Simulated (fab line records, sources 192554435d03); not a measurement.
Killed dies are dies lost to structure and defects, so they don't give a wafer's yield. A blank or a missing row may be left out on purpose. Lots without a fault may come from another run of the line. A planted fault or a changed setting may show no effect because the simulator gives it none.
Chamber matching | flow n5_finfet | N5_BEOL_M8_STRIP_36 on rie_diel-05: 4 sister chambers
The step strips in N2/H2. 8 wafers are shown with their chamber, then 7 later ones without.

WAFERS WITH THEIR CHAMBER
wafer  | chamber | drypump_motor_current_A (A) | throttle_valve_pct (%)
L076.3 | 2       | 5.4                         | 23.60
L082.4 | 1       | 5.1                         | 23.49
L082.5 | 0       | 5.9                         | 23.83
L084.1 | 1       | 5.1                         | 23.54
L084.2 | 2       | 5.3                         | 23.60
L084.4 | 3       | 6.4                         | 23.41
L086.1 | 0       | 5.9                         | 23.84
L086.2 | 3       | 6.4                         | 23.44

WAFERS WITHOUT THEIR CHAMBER
wafer  | drypump_motor_current_A (A) | throttle_valve_pct (%)
L086.4 | 5.1                         | 23.57
L092.1 | 5.1                         | 23.57
L092.2 | 5.3                         | 23.67
L092.5 | 5.1                         | 23.55
L096.3 | 5.4                         | 23.66
L096.5 | 5.1                         | 23.56
L096.6 | 5.9                         | 23.85

WHICH CHAMBER EACH WENT THROUGH
wafer  | from the rows above | in truth
L086.4 | 1                   | 1
L092.1 | 1                   | 1
L092.2 | 2                   | 2
L092.5 | 1                   | 1
L096.3 | 2                   | 2
L096.5 | 1                   | 1
L096.6 | 0                   | 0
Placed correctly: 7 of 7. Can't be placed from these rows: 0. Placed wrongly: 0.
How it was worked out, from the rows above alone: a wafer's distance from a chamber is the root of the sum, over the readings, of the square of ((its reading less the chamber's mean) divided by the reading's scatter). The wafer belongs to the nearest chamber; if the next one is less than 2 further off, it can't be placed. A chamber's mean is the mean of its shown wafers. The scatter: the root of (the sum of the squares of (reading less its chamber's mean) over the shown wafers, divided by (wafers less chambers)).
